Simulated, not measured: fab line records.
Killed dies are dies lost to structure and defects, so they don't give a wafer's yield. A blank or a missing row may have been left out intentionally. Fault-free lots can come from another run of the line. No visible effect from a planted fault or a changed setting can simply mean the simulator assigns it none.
Which of the tools did it?    flow nand harc    Sampling: 24 lots, 72 wafers, 6 of 1159 route steps

== WHAT THE GAUGES READ, wafer by wafer ==
NHARC_A_STAIRCASE_INSPECT_155.
lot   measured      on                 raw defect count
L074  day 13 16:01  defect inspect-01  313 328 381
L077  day 14 07:07  defect inspect-01  319 148 285
L075  day 14 08:41  defect inspect-02  276 192 244
L076  day 14 07:17  defect inspect-01  166 249 271
L078  day 14 09:10  defect inspect-01  420 312 315
L079  day 14 21:07  defect inspect-02  327 449 237
L080  day 14 20:50  defect inspect-01  239 330 262
L082  day 15 12:44  defect inspect-02  238 351 394
L081  day 15 12:24  defect inspect-01  391 347 319
L084  day 16 03:59  defect inspect-01  295 202 311
L083  day 16 06:18  defect inspect-01  479 393 505
L087  day 17 00:01  defect inspect-01  224 187 203
L086  day 16 23:58  defect inspect-01  497 280 319
L088  day 17 08:26  defect inspect-01  287 381 503
L085  day 17 08:52  defect inspect-01  331 233 364
L089  day 17 08:46  defect inspect-02  215 214 348
L090  day 17 20:12  defect inspect-01  231 255 279
L091  day 17 20:22  defect inspect-02  264 344 432
L092  day 17 19:55  defect inspect-02  424 339 540
L093  day 18 07:49  defect inspect-01  532 443 316
L094  day 18 21:32  defect inspect-02  208 325 247
L095  day 18 21:48  defect inspect-02  289 177 313
L097  day 19 10:34  defect inspect-01  579 319 565
L096  day 19 18:55  defect inspect-02  504 349 331

NHARC_A_SLIT_CD_MEAS_09 targets a cd of 300 nm.
lot   measured      on         cd nm (nm)
L074  day 14 03:58  cd sem-02  300.3 300.2 300.0
L077  day 14 17:20  cd sem-03  300.8 301.1 301.0
L075  day 14 19:02  cd sem-01  299.7 299.7 300.3
L076  day 14 17:22  cd sem-01  300.1 300.6 300.0
L078  day 14 19:17  cd sem-01  299.6 300.7 299.3
L079  day 15 07:34  cd sem-02  300.4 300.7 300.6
L080  day 15 08:08  cd sem-01  300.2 300.1 300.0
L082  day 16 01:28  cd sem-03  300.8 300.2 300.6
L081  day 16 01:14  cd sem-03  300.3 300.4 300.8
L084  day 16 14:41  cd sem-03  300.3 300.3 300.1
L083  day 16 14:58  cd sem-02  300.9 300.6 300.9
L087  day 17 10:59  cd sem-01  299.4 299.9 300.0
L086  day 17 10:49  cd sem-03  299.3 299.5 299.6
L088  day 18 01:25  cd sem-03  300.2 300.8 300.5
L085  day 17 23:34  cd sem-01  300.0 300.2 300.3
L089  day 17 23:47  cd sem-03  299.6 299.9 300.1
L090  day 18 09:05  cd sem-03  300.0 300.2 299.9
L091  day 18 08:08  cd sem-03  300.5 301.4 300.6
L092  day 18 10:14  cd sem-03  299.6 299.9 299.7
L093  day 18 20:11  cd sem-03  300.6 300.4 299.9
L094  day 19 08:37  cd sem-03  300.9 300.8 300.6
L095  day 19 08:22  cd sem-03  300.3 299.9 299.9
L097  day 19 22:20  cd sem-03  299.7 300.1 299.9
L096  day 20 08:29  cd sem-01  300.1 300.0 300.3

NHARC_A_SLIT_INSPECT_11.
lot   measured      on                 raw defect count
L074  day 14 04:05  defect inspect-01  11 9 9
L077  day 14 17:28  defect inspect-02  14 12 15
L075  day 14 19:09  defect inspect-01  25 34 27
L076  day 14 17:29  defect inspect-02  8 12 15
L078  day 14 19:24  defect inspect-02  4 6 13
L079  day 15 07:41  defect inspect-01  22 29 30
L080  day 15 08:16  defect inspect-01  15 7 15
L082  day 16 01:35  defect inspect-02  33 22 35
L081  day 16 01:22  defect inspect-01  16 13 15
L084  day 16 14:49  defect inspect-02  29 32 35
L083  day 16 15:05  defect inspect-02  10 9 11
L087  day 17 11:07  defect inspect-02  9 15 10
L086  day 17 10:56  defect inspect-01  37 44 41
L088  day 18 01:32  defect inspect-01  19 34 44
L085  day 17 23:41  defect inspect-01  19 19 29
L089  day 17 23:55  defect inspect-01  9 18 10
L090  day 18 09:13  defect inspect-01  8 15 12
L091  day 18 08:16  defect inspect-01  20 27 35
L092  day 18 10:23  defect inspect-01  15 15 10
L093  day 18 20:20  defect inspect-01  38 48 44
L094  day 19 08:44  defect inspect-02  16 20 12
L095  day 19 08:29  defect inspect-02  32 31 41
L097  day 19 22:28  defect inspect-01  10 16 10
L096  day 20 08:36  defect inspect-02  13 15 23

== TOOL THAT RAN EACH LOT (tool first, then ch and the chambers of the sampled wafers, then the start) ==
lot   NHARC_A_STAIRCASE_ETCH_315                     NHARC_A_STAIRCASE_ALD_420         NHARC_A_STAIRCASE_STRIP_446
L074  rie diel-04 ch 1,2, day 12 01:40 or earlier    ald hk-03 ch 0,2, day 12 01:40    plasma asher-01 ch 1, day 13 13:23
L077  rie diel-04 ch 1,2, day 12 15:11 or earlier    ald hk-02 ch 1,2, day 12 15:11    plasma asher-02 ch 0,1, day 14 04:31
L075  rie diel-04 ch 0,1, day 12 20:18 or earlier    ald hk-03 ch 0,2, day 12 20:18    plasma asher-02 ch 0,1, day 14 06:04
L076  rie diel-01 ch 0,3, day 12 20:18 or earlier    ald hk-01 ch 1,3, day 12 20:18    plasma asher-01 ch 0,1, day 14 04:36
L078  rie diel-08 ch 1,2,3, day 12 23:05 or earlier  ald hk-03 ch 0,1,3, day 12 23:05  plasma asher-01 ch 0,1, day 14 06:35
L079  rie diel-08 ch 0,2, day 13 06:52 or earlier    ald hk-02 ch 0,2,3, day 13 06:52  plasma asher-02 ch 0,1, day 14 18:32
L080  rie diel-01 ch 0,2,3, day 13 06:52 or earlier  ald hk-03 ch 0,1,2, day 13 06:52  plasma asher-02 ch 0,1, day 14 18:12
L082  rie diel-01 ch 2,3, day 13 21:05 or earlier    ald hk-03 ch 0,2, day 13 21:05    plasma asher-01 ch 1, day 15 10:05
L081  rie diel-01 ch 0,1,2, day 14 01:35 or earlier  ald hk-03 ch 0,2,3, day 14 01:35  plasma asher-01 ch 0,1, day 15 09:48
L084  rie diel-08 ch 0,2, day 14 09:32 or earlier    ald hk-03 ch 1,2,3, day 14 09:32  plasma asher-01 ch 1, day 16 01:19
L083  rie diel-08 ch 0,2, day 14 17:03 or earlier    ald hk-01 ch 0,1,3, day 14 17:03  plasma asher-01 ch 0,1, day 16 03:42
L087  rie diel-08 ch 0,2, day 15 11:43 or earlier    ald hk-01 ch 0,1,2, day 15 11:43  plasma asher-02 ch 1, day 16 21:08
L086  rie diel-08 ch 0,2,3, day 15 11:25 or earlier  ald hk-02 ch 0,1,2, day 15 11:25  plasma asher-01 ch 0,1, day 16 21:14
L088  rie diel-04 ch 0,1, day 15 15:40 or earlier    ald hk-02 ch 0,1,2, day 15 15:40  plasma asher-02 ch 0,1, day 17 05:52
L085  rie diel-08 ch 0,1,3, day 15 16:00 or earlier  ald hk-01 ch 1,2,3, day 15 16:00  plasma asher-01 ch 1, day 17 06:14
L089  rie diel-08 ch 0,3, day 15 18:20 or earlier    ald hk-02 ch 0,1, day 15 18:20    plasma asher-02 ch 1, day 17 06:05
L090  rie diel-01 ch 0,1,2, day 16 04:16 or earlier  ald hk-02 ch 1,2,3, day 16 04:16  plasma asher-01 ch 0,1, day 17 17:29
L091  rie diel-01 ch 0,1,2, day 16 08:18 or earlier  ald hk-03 ch 0,3, day 16 08:18    plasma asher-02 ch 0,1, day 17 17:35
L092  rie diel-01 ch 1,3, day 16 09:34 or earlier    ald hk-03 ch 0,1,3, day 16 09:34  plasma asher-02 ch 0,1, day 17 17:16
L093  rie diel-08 ch 0,2,3, day 16 19:47 or earlier  ald hk-03 ch 0,1,3, day 16 19:47  plasma asher-02 ch 0,1, day 18 05:11
L094  rie diel-08 ch 0,2,3, day 17 04:31 or earlier  ald hk-01 ch 0,3, day 17 04:31    plasma asher-01 ch 0,1, day 18 18:59
L095  rie diel-04 ch 0,1,3, day 17 04:30 or earlier  ald hk-02 ch 1,2, day 17 04:30    plasma asher-01 ch 0,1, day 18 19:11
L097  rie diel-01 ch 0,2, day 17 18:22 or earlier    ald hk-01 ch 0,2,3, day 17 18:22  plasma asher-02 ch 0,1, day 19 08:00
L096  rie diel-08 ch 0,1, day 18 02:37 or earlier    ald hk-02 ch 0,1,2, day 18 02:37  plasma asher-01 ch 0,1, day 19 16:07
- NHARC_A_STAIRCASE_ETCH_315: etches the open film in C4F8/O2/Ar, target depth 2500 nm, time 607.1 s.
- NHARC_A_STAIRCASE_ALD_420: deposits SiO2, target thk 20 nm, pulse time 6 s, ald cycles 200.
- NHARC_A_STAIRCASE_STRIP_446: strips in O2.

== AS READ BY THE TOOLS THEMSELVES (means over the sampled wafers that have a number; for cases with no such wafer, the mark the record gives instead) ==
NHARC_A_STAIRCASE_ETCH_315.
lot   tool         bias w (W)  oes product au (a.u.)  rf vpp V (V)
L074  rie diel-04  2998        0.928                  1825
L077  rie diel-04  2999        0.915                  1825
L075  rie diel-04  2997        0.932                  1831
L076  rie diel-01  2993        0.929                  1837
L078  rie diel-08  3001        0.923                  1824
L079  rie diel-08  2997        0.927                  1833
L080  rie diel-01  2996        0.930                  1836
L082  rie diel-01  2998        0.931                  1833
L081  rie diel-01  3006        0.929                  1827
L084  rie diel-08  2996        0.932                  1822
L083  rie diel-08  3000        0.931                  1833
L087  rie diel-08  3000        0.927                  1820
L086  rie diel-08  2999        0.930                  1820
L088  rie diel-04  3009        0.944                  1830
L085  rie diel-08  2990        0.929                  1811
L089  rie diel-08  2994        0.928                  1809
L090  rie diel-01  3013        0.930                  1826
L091  rie diel-01  3003        0.926                  1826
L092  rie diel-01  3003        0.925                  1828
L093  rie diel-08  3000        0.937                  1820
L094  rie diel-08  2999        0.928                  1821
L095  rie diel-04  3007        0.937                  1823
L097  rie diel-01  2998        0.926                  1834
L096  rie diel-08  3008        0.925                  1815

NHARC_A_STAIRCASE_ALD_420.
lot   tool       heater power w (W)  precursor pulse height rel
L074  ald hk-03  488                 1.011
L077  ald hk-02  419                 1.003
L075  ald hk-03  452                 1.006
L076  ald hk-01  436                 0.994
L078  ald hk-03  549                 1.000
L079  ald hk-02  466                 0.991
L080  ald hk-03  502                 1.012
L082  ald hk-03  486                 1.005
L081  ald hk-03  506                 0.976
L084  ald hk-03  509                 0.977
L083  ald hk-01  440                 0.972
L087  ald hk-01  471                 1.011
L086  ald hk-02  437                 0.973
L088  ald hk-02  436                 0.970
L085  ald hk-01  468                 0.986
L089  ald hk-02  419                 0.993
L090  ald hk-02  450                 1.010
L091  ald hk-03  505                 0.986
L092  ald hk-03  532                 1.016
L093  ald hk-03  529                 1.005
L094  ald hk-01  469                 1.000
L095  ald hk-02  416                 0.975
L097  ald hk-01  496                 0.988
L096  ald hk-02  434                 1.021

NHARC_A_STAIRCASE_STRIP_446.
lot   tool             drypump motor current A (A)  heater power w (W)
L074  plasma asher-01  5.8                          325
L077  plasma asher-02  5.7                          351
L075  plasma asher-02  5.5                          367
L076  plasma asher-01  6.3                          328
L078  plasma asher-01  6.0                          323
L079  plasma asher-02  5.6                          352
L080  plasma asher-02  5.5                          363
L082  plasma asher-01  5.8                          325
L081  plasma asher-01  6.3                          322
L084  plasma asher-01  5.7                          330
L083  plasma asher-01  6.3                          318
L087  plasma asher-02  5.3                          376
L086  plasma asher-01  6.4                          324
L088  plasma asher-02  5.6                          350
L085  plasma asher-01  5.7                          327
L089  plasma asher-02  5.3                          370
L090  plasma asher-01  6.0                          321
L091  plasma asher-02  5.6                          355
L092  plasma asher-02  5.6                          347
L093  plasma asher-02  5.6                          355
L094  plasma asher-01  6.0                          324
L095  plasma asher-01  6.3                          319
L097  plasma asher-02  5.5                          363
L096  plasma asher-01  6.3                          322

== THE ANSWER, worked out from the rows above alone ==
Rule: the lots themselves supply what counts as usual. Put in order of their means at a reading, lots are off if they are a third of the lots or fewer, leave a main group of 4 or more, and stand apart from it by a gap of 3 or more times the standard deviation of the main group's means; of several such gaps the widest counts. If all means in a main group match to the digits the tables above print for the reading, that group is not used. Also off: a lot with no number at a reading for which 4 or more lots have one. The other lots that the step has rows for count as sound. The gauges are gone through in route order, then the tools' own readings, and for those a lot's mean is taken as printed above. At the first step where some lot is off, the reading lying furthest off is the one used; lots without a number count as furthest.
Across all readings shown, no lot is off: no conclusion can be drawn from this.

== WHAT THE SIMULATOR HAD INSERTED ==
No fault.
